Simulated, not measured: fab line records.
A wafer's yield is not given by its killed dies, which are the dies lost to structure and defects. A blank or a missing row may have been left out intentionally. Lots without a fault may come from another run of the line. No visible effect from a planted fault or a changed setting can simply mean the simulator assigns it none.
Lot-split experiment -- flow n5Finfet -- route with 1938 steps; 7 lots, 39 wafers read

ABOUT THE SPLIT
At N5_DUMMY_GATE_ETCH_31 (etches SiO2 in C4F6/O2, target depth 82.5 nm, time 27.5 s), the setting targetDepthA was moved away from the recipe's 825 angstrom on 12 of the 39 wafers read, by -12.8% to -4.1%. All remaining wafers had this setting at the recipe value.

Reading taken at the split's own step.

THE READING
etch.depthNm (the simulator's own value, which no gauge read), in nm, at N5_DUMMY_GATE_ETCH_31 (etches SiO2 in C4F6/O2, target depth 82.5 nm, time 27.5 s). There is no usual value for it anywhere in the file. Across the 27 wafers here that went through the recipe, the average is 82.22 nm and the standard deviation 1.3 nm.

wafer,"tool, chamber at the split","targetDepthA as run, angstrom",against the recipe,"etch.depthNm, nm",against lot-mates on the recipe
L074.1,"rieDiel-05, 2",825,recipe,84.24,-
L074.2,"rieDiel-05, 0",825,recipe,81.72,-
L074.3,"rieDiel-05, 1",825,recipe,84.51,-
L074.4,"rieDiel-05, 3",825,recipe,81.9,-
L074.5,"rieDiel-05, 2",825,recipe,84.13,-
L074.6,"rieDiel-05, 3",825,recipe,81.57,-
L077.1,"rieDiel-04, 3",825,recipe,80.35,-
L077.2,"rieDiel-04, 1",825,recipe,83.12,-
L077.4,"rieDiel-04, 3",825,recipe,80.36,-
L081.1,"rieDiel-05, 0",825,recipe,81.29,-
L081.2,"rieDiel-05, 3",825,recipe,81.24,-
L081.3,"rieDiel-05, 2",825,recipe,84.53,-
L081.4,"rieDiel-05, 1",825,recipe,83.47,-
L081.5,"rieDiel-05, 3",825,recipe,80.68,-
L081.6,"rieDiel-05, 2",825,recipe,83.75,-
L082.1,"rieDiel-04, 3",825,recipe,81.17,-
L082.2,"rieDiel-04, 1",719.5,-12.8%,71.69,-9.52
L082.3,"rieDiel-04, 0",825,recipe,80.24,-
L082.4,"rieDiel-04, 3",719.5,-12.8%,70.15,-11.06
L082.5,"rieDiel-04, 0",719.5,-12.8%,70.79,-10.42
L082.6,"rieDiel-04, 1",825,recipe,82.23,-
L089.1,"rieDiel-05, 2",761,-7.8%,76.41,-5.61
L089.2,"rieDiel-05, 1",825,recipe,82.65,-
L089.3,"rieDiel-05, 3",825,recipe,80.92,-
L089.4,"rieDiel-05, 0",825,recipe,82.5,-
L089.5,"rieDiel-05, 0",761,-7.8%,76.1,-5.92
L089.6,"rieDiel-05, 1",761,-7.8%,77.12,-4.90
L091.1,"rieDiel-05, 0",825,recipe,81.49,-
L091.2,"rieDiel-05, 2",825,recipe,81.97,-
L091.3,"rieDiel-05, 3",825,recipe,81.21,-
L091.4,"rieDiel-05, 1",725.6,-12.0%,72.79,-8.77
L091.5,"rieDiel-05, 0",725.6,-12.0%,71.68,-9.88
L091.6,"rieDiel-05, 3",725.6,-12.0%,70.97,-10.59
L093.1,"rieDiel-05, 1",825,recipe,83.46,-
L093.2,"rieDiel-05, 0",791.2,-4.1%,78.56,-4.32
L093.3,"rieDiel-05, 2",791.2,-4.1%,80.16,-2.72
L093.4,"rieDiel-05, 0",825,recipe,81.87,-
L093.5,"rieDiel-05, 2",791.2,-4.1%,79.15,-3.73
L093.6,"rieDiel-05, 1",825,recipe,83.31,-

THE FIT
A straight line over all 39 wafers: etch.depthNm changes by +0.853 nm for each +1% of targetDepthA; r = +0.96; the points scatter about the line by 1.2 nm.
The same after taking each lot's own level away (the mean of its wafers on the recipe; 39 wafers): +0.796 nm for each +1%; r = +0.96; scatter 1 nm.
The reading moves by 10 nm for the largest change in targetDepthA, on that fit.
The lots' own levels span 81.213 to 83.012 nm, that is 1.4 times the standard deviation above.
The two slopes agree, so the slope changes little with the lot-to-lot level.
Check: for one of the wafers moved furthest among these (-12.8%), held out of the fit, the line's prediction against its lot-mates is -10.3 nm. Against them it came out at -9.52 nm.

FURTHER SPLITS ON THESE WAFERS
These wafers also went through other splits before the reading. Each is held against what the fit with the lots' levels taken away leaves over:
other split on the same wafers,wafers away from the commonest value,r with etch.depthNm (lot level and that fit taken away)
N5_DUMMY_GATE_CVD_03 tempC,30,+0.12

FILE'S OWN FIT
etch.depthNm changes by +0.796 nm for each +1% of targetDepthA, r = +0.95.
